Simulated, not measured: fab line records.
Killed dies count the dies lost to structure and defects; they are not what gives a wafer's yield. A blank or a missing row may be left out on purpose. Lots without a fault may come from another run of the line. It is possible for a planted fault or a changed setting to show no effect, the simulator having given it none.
Split-lot study || flow n5-finfet || 21 wafers read from 7 lots, route of 1938 steps

## ON THE SPLIT
At N5_BEOL_M11_EXPOSE_08 (exposes mask M11), the setting dose-mj was moved away from the recipe's 53.75 on 7 of the 21 wafers read, by -7.4% to +6.2%. For the rest of the wafers, this setting stayed at what the recipe calls for.

## FROM THE SPLIT TO THE READING: what the file shows between them, 10 steps
- N5_BEOL_M11_PEB_09: peb time 60 s
- N5_BEOL_M11_DEVELOP_10: develop time 30 s
- N5_BEOL_M11_CD_MEAS_11: target cd 64.1 nm
- N5_BEOL_M11_HM_OPEN_17: chemistry Cl2/BCl3, target TiN, target depth 20 nm, overetch 6 nm
- N5_BEOL_M11_STRIP_19: strips in O2
- N5_BEOL_M11_CD_MEAS_18: pitch 140 nm, target cd 70 nm
- N5_BEOL_M11_COAT_63: time 60 s, resist thk 100 nm
- N5_BEOL_M11_COAT_64: time 60 s, resist thk 30 nm
- N5_BEOL_M11_PRECLEAN_42: cleans in residue remover, time 60 s
- N5_BEOL_M11_SRD_43: time 30 s

## THE READING
cd-nm (nm) at N5_BEOL_M11_CD_MEAS_35, where the cd target is 70 nm. Typical for fault-free wafers on this fab line: 70.1 nm, with standard deviation 0.9 nm.

{"wafer": "L076.3", "tool, chamber at the split": "arfi-scanner-02, 0", "dose-mj as run": 53.75, "against the recipe": "recipe", "cd-nm, nm": 69.8, "against lot-mates on the recipe": "-"}
{"wafer": "L076.4", "tool, chamber at the split": "arfi-scanner-02, 0", "dose-mj as run": 53.75, "against the recipe": "recipe", "cd-nm, nm": 69.6, "against lot-mates on the recipe": "-"}
{"wafer": "L076.6", "tool, chamber at the split": "arfi-scanner-02, 0", "dose-mj as run": 53.75, "against the recipe": "recipe", "cd-nm, nm": 69.2, "against lot-mates on the recipe": "-"}
{"wafer": "L079.1", "tool, chamber at the split": "arfi-scanner-03, 0", "dose-mj as run": 53.75, "against the recipe": "recipe", "cd-nm, nm": 68.8, "against lot-mates on the recipe": "-"}
{"wafer": "L079.4", "tool, chamber at the split": "arfi-scanner-03, 0", "dose-mj as run": 53.75, "against the recipe": "recipe", "cd-nm, nm": 70.2, "against lot-mates on the recipe": "-"}
{"wafer": "L079.6", "tool, chamber at the split": "arfi-scanner-03, 0", "dose-mj as run": 53.75, "against the recipe": "recipe", "cd-nm, nm": 70.0, "against lot-mates on the recipe": "-"}
{"wafer": "L086.1", "tool, chamber at the split": "arfi-scanner-02, 0", "dose-mj as run": 51.73, "against the recipe": "-3.8%", "cd-nm, nm": 68.0, "against lot-mates on the recipe": -3.1}
{"wafer": "L086.2", "tool, chamber at the split": "arfi-scanner-02, 0", "dose-mj as run": 53.75, "against the recipe": "recipe", "cd-nm, nm": 71.7, "against lot-mates on the recipe": "-"}
{"wafer": "L086.3", "tool, chamber at the split": "arfi-scanner-02, 0", "dose-mj as run": 53.75, "against the recipe": "recipe", "cd-nm, nm": 70.5, "against lot-mates on the recipe": "-"}
{"wafer": "L091.1", "tool, chamber at the split": "arfi-scanner-01, 0", "dose-mj as run": 57.09, "against the recipe": "+6.2%", "cd-nm, nm": 74.2, "against lot-mates on the recipe": "+3.0"}
{"wafer": "L091.2", "tool, chamber at the split": "arfi-scanner-01, 0", "dose-mj as run": 57.09, "against the recipe": "+6.2%", "cd-nm, nm": 75.2, "against lot-mates on the recipe": "+4.0"}
{"wafer": "L091.4", "tool, chamber at the split": "arfi-scanner-01, 0", "dose-mj as run": 53.75, "against the recipe": "recipe", "cd-nm, nm": 71.2, "against lot-mates on the recipe": "-"}
{"wafer": "L094.1", "tool, chamber at the split": "arfi-scanner-02, 0", "dose-mj as run": 49.76, "against the recipe": "-7.4%", "cd-nm, nm": 63.9, "against lot-mates on the recipe": -6.4}
{"wafer": "L094.2", "tool, chamber at the split": "arfi-scanner-02, 0", "dose-mj as run": 49.76, "against the recipe": "-7.4%", "cd-nm, nm": 64.2, "against lot-mates on the recipe": -6.1}
{"wafer": "L094.6", "tool, chamber at the split": "arfi-scanner-02, 0", "dose-mj as run": 53.75, "against the recipe": "recipe", "cd-nm, nm": 70.3, "against lot-mates on the recipe": "-"}
{"wafer": "L092.2", "tool, chamber at the split": "arfi-scanner-02, 0", "dose-mj as run": 53.75, "against the recipe": "recipe", "cd-nm, nm": 69.6, "against lot-mates on the recipe": "-"}
{"wafer": "L092.4", "tool, chamber at the split": "arfi-scanner-02, 0", "dose-mj as run": 52.27, "against the recipe": "-2.8%", "cd-nm, nm": 68.8, "against lot-mates on the recipe": -1.1}
{"wafer": "L092.6", "tool, chamber at the split": "arfi-scanner-02, 0", "dose-mj as run": 53.75, "against the recipe": "recipe", "cd-nm, nm": 70.2, "against lot-mates on the recipe": "-"}
{"wafer": "L096.1", "tool, chamber at the split": "arfi-scanner-01, 0", "dose-mj as run": 56.47, "against the recipe": "+5.1%", "cd-nm, nm": 73.0, "against lot-mates on the recipe": "+3.0"}
{"wafer": "L096.2", "tool, chamber at the split": "arfi-scanner-01, 0", "dose-mj as run": 53.75, "against the recipe": "recipe", "cd-nm, nm": 70.0, "against lot-mates on the recipe": "-"}
{"wafer": "L096.6", "tool, chamber at the split": "arfi-scanner-01, 0", "dose-mj as run": 53.75, "against the recipe": "recipe", "cd-nm, nm": 70.1, "against lot-mates on the recipe": "-"}

THE FIT
A straight line over all 21 wafers: cd-nm changes by +0.737 nm for each +1% of dose-mj; r = +0.96; the points scatter about the line by 0.72 nm.
The same after taking each lot's own level away (the mean of its wafers on the recipe; 21 wafers): +0.704 nm for each +1%; r = +0.97; scatter 0.6 nm.
According to that fit, moving dose-mj by its largest amount changes the reading by 5.2 nm.
Measured against the standard deviation above, the lots' own levels, which go from 69.53 to 71.20 nm, span 1.9 times it.
The two slopes are in agreement: the lot-to-lot level therefore moves the slope only a little.
Check: for one of the wafers moved furthest among these (-7.4%), held out of the fit, the line's prediction against its lot-mates is -5.05 nm. Against them it came out at -6.4 nm.

## OTHER SPLITS ON THESE WAFERS
Other splits were also applied to these wafers ahead of the reading. Each is held against what the fit with the lots' levels taken away leaves over:
{"other split on the same wafers": "N5_BEOL_M11_ILD_DEP_00 time-s", "wafers away from the commonest value": 6, "r with cd-nm (lot level and that fit taken away)": "+0.21"}

## THE WHOLE CHAIN: every reading that the file lists as answering this split, in the file's order
{"step": "N5_BEOL_M11_CD_MEAS_11", "what it does": "target cd 64.1 nm", "reading": "cd-nm", "change (the file's fit)": "+0.626 nm for each +1% of the setting", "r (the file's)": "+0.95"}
{"step": "N5_BEOL_M11_CD_MEAS_18", "what it does": "pitch 140 nm, target cd 70 nm", "reading": "cd-nm", "change (the file's fit)": "+0.671 nm for each +1% of the setting", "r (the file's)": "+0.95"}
{"step": "N5_BEOL_M11_CD_MEAS_35", "what it does": "target cd 70 nm", "reading": "cd-nm", "change (the file's fit)": "+0.689 nm for each +1% of the setting", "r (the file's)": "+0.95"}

## THE FILE'S OWN FIT
cd-nm changes by +0.689 nm for each +1% of dose-mj, r = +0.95.
